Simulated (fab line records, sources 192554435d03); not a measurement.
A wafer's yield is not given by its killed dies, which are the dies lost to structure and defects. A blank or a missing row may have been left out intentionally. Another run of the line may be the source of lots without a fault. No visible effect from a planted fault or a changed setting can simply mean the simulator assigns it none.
Lot-split experiment	flow n5-finfet	39 wafers read across 7 lots, on a route 1938 steps long

ABOUT THE SPLIT
At N5_MOL_CONTACT_COAG_ETCH_124 (etches SiNx in CH3F/O2, stops on SiOC, target depth 6.5 nm), the setting target-depth-a was moved away from the recipe's 65 angstrom on 9 of the 39 wafers read, by +22.1% to +49.4%. The other wafers ran this setting at the recipe's value.

The reading comes from the split's own step.

THE READING
SOC_of_MOL_CONTACT_COAG_COAT_62.thk-nm (the simulator's own value, which no gauge read), in nm, at N5_MOL_CONTACT_COAG_ETCH_124 (etches SiNx in CH3F/O2, stops on SiOC, target depth 6.5 nm). The file gives no usual value for it. The 30 wafers here that ran the recipe average 48.5 nm, standard deviation 0.18 nm.

wafer	tool, chamber at the split	target-depth-a as run, angstrom	against the recipe	SOC_of_MOL_CONTACT_COAG_COAT_62.thk-nm, nm	against lot-mates on the recipe
L075.1	rie-diel-05, 3,1,1	65	recipe	48.4	-
L075.3	rie-diel-05, 3,1,1	65	recipe	48.4	-
L075.6	rie-diel-05, 3,1,1	65	recipe	48.4	-
L075.2	rie-diel-05, 0,3,0	97.11	+49.4%	47	-1.4
L075.4	rie-diel-05, 0,3,0	97.11	+49.4%	47	-1.4
L075.5	rie-diel-05, 0,3,0	97.11	+49.4%	47	-1.4
L078.1	rie-diel-04, 1,0,3,3	65	recipe	48.4	-
L078.3	rie-diel-04, 1,0,3,3	65	recipe	48.4	-
L078.4	rie-diel-04, 1,0,3,3	65	recipe	48.4	-
L078.5	rie-diel-04, 1,0,3,3	65	recipe	48.4	-
L078.2	rie-diel-04, 2,0	65	recipe	48.2	-
L078.6	rie-diel-04, 2,0	65	recipe	48.2	-
L080.1	rie-diel-06, 3	65	recipe	48.8	-
L080.5	rie-diel-06, 1	65	recipe	48.4	-
L080.6	rie-diel-06, 0	65	recipe	48.6	-
L081.1	rie-diel-04, 1,0	92.89	+42.9%	47.2	-1.3
L081.2	rie-diel-04, 1,0	92.89	+42.9%	47.2	-1.3
L081.3	rie-diel-04, 2	92.89	+42.9%	47	-1.5
L081.4	rie-diel-04, 2,0	65	recipe	48.6	-
L081.5	rie-diel-04, 2,0	65	recipe	48.6	-
L081.6	rie-diel-04, 1	65	recipe	48.2	-
L083.1	rie-diel-05, 2	79.38	+22.1%	47.6	-0.9
L083.2	rie-diel-05, 3	65	recipe	48.8	-
L083.3	rie-diel-05, 0,1	79.38	+22.1%	47.8	-0.7
L083.5	rie-diel-05, 0,1	79.38	+22.1%	47.8	-0.7
L083.4	rie-diel-05, 1	65	recipe	48.2	-
L083.6	rie-diel-05, 0	65	recipe	48.6	-
L091.1	rie-diel-04, 3	65	recipe	48.2	-
L091.5	rie-diel-04, 3	65	recipe	48.2	-
L091.2	rie-diel-04, 0	65	recipe	48.8	-
L091.3	rie-diel-04, 2	65	recipe	48.6	-
L091.6	rie-diel-04, 2	65	recipe	48.6	-
L091.4	rie-diel-04, 1	65	recipe	48.4	-
L093.1	rie-diel-06, 3,0,1	65	recipe	48.6	-
L093.3	rie-diel-06, 3,0,1	65	recipe	48.6	-
L093.5	rie-diel-06, 3,0,1	65	recipe	48.6	-
L093.2	rie-diel-06, 1,2,0	65	recipe	48.4	-
L093.4	rie-diel-06, 1,2,0	65	recipe	48.4	-
L093.6	rie-diel-06, 1,2,0	65	recipe	48.4	-
Rows listing several chambers each stand for several wafers; the file does not say which wafer went through which chamber.

THE FIT
A straight line over all 39 wafers: SOC_of_MOL_CONTACT_COAG_COAT_62.thk-nm changes by -0.0303 nm for each +1% of target-depth-a; r = -0.95; the points scatter about the line by 0.17 nm.
The same after taking each lot's own level away (the mean of its wafers on the recipe; 39 wafers): -0.03 nm for each +1%; r = -0.96; scatter 0.16 nm.
That fit puts the effect of the largest move of target-depth-a on the reading at 1.5 nm.
The span of the lots' own levels, 48.33 to 48.60 nm, comes to 1.5 times the standard deviation stated above.
Consequently the slope shifts little with the lot-to-lot level, the two slopes agreeing.
Check: with one of the wafers moved furthest among these (+49.4%) left out of the fit, the line predicts -1.51 nm for it against its lot-mates. Against them it came out at -1.4 nm.

OTHER SPLITS APPLIED TO THESE WAFERS
Before the reading, these wafers also passed through other splits. Each is held against what the fit with the lots' levels taken away leaves over:
other split on the same wafers	wafers away from the commonest value	r with SOC_of_MOL_CONTACT_COAG_COAT_62.thk-nm (lot level and that fit taken away)
N5_ZERO_LAYER_DEVELOP_10 develop-time-s	15	-0.06
N5_FIN_CUT_ETCH_21 time-s	12	-0.02
N5_SD_EPI_N_ETCH_45 target-depth-a	9	-0.11
N5_SDB_ETCH_18 time-s	18	+0.19

THE FILE'S OWN FIT
SOC_of_MOL_CONTACT_COAG_COAT_62.thk-nm changes by -0.0302 nm for each +1% of target-depth-a, r = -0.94.
